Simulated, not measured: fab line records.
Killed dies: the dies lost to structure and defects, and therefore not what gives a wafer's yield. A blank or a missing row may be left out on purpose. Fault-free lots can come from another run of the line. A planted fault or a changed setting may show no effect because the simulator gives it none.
Matching of chambers + flow n5_finfet + N5_BEOL_M15_TRENCH_ETCH_34 on rie_diel-02 has 4 sister chambers
The step etches SiO2 in C4F8/O2/Ar, target depth 872.93 nm, time 199 s. 4 wafers are shown with their chamber, then 12 later ones without.

== WAFERS PAIRED WITH THEIR CHAMBERS ==
| wafer  | chamber | rf_vpp_V (V) |
|--------|---------|--------------|
| L081.2 | 0       | 2174         |
| L086.1 | 2       | 2251         |
| L086.2 | 1       | 2143         |
| L086.5 | 3       | 2259         |

== WAFERS WITH NO CHAMBER GIVEN ==
| wafer  | rf_vpp_V (V) |
|--------|--------------|
| L089.2 | 2143         |
| L089.4 | 2173         |
| L089.6 | 2173         |
| L091.2 | 2142         |
| L091.4 | 2174         |
| L091.6 | 2258         |
| L095.1 | 2259         |
| L095.5 | 2259         |
| L095.6 | 2250         |
| L096.1 | 2142         |
| L096.2 | 2171         |
| L096.3 | 2249         |

== WHICH CHAMBER EACH WENT THROUGH ==
| wafer  | from the rows above | in truth |
|--------|---------------------|----------|
| L089.2 | 1                   | 1        |
| L089.4 | 0                   | 0        |
| L089.6 | 0                   | 0        |
| L091.2 | 1                   | 1        |
| L091.4 | 0                   | 0        |
| L091.6 | 3                   | 3        |
| L095.1 | 3                   | 3        |
| L095.5 | 3                   | 3        |
| L095.6 | 2                   | 2        |
| L096.1 | 1                   | 1        |
| L096.2 | 0                   | 0        |
| L096.3 | 2                   | 2        |
Correctly placed: 12 of 12. Number that these rows cannot place: 0. 0 placed wrongly.
How it was worked out, from the rows above alone: a wafer's distance from a chamber is the root of the sum, over the readings, of the square of ((its reading less the chamber's mean) divided by the reading's scatter). If the next closest chamber is less than 2 further off than the closest, the wafer can't be placed; otherwise it belongs to the closest. Each chamber's mean is taken over the wafers shown for it. The scatter (one wafer shown for each chamber): square how far every hidden wafer sits from the nearest shown wafer, average those squares and take the square root.
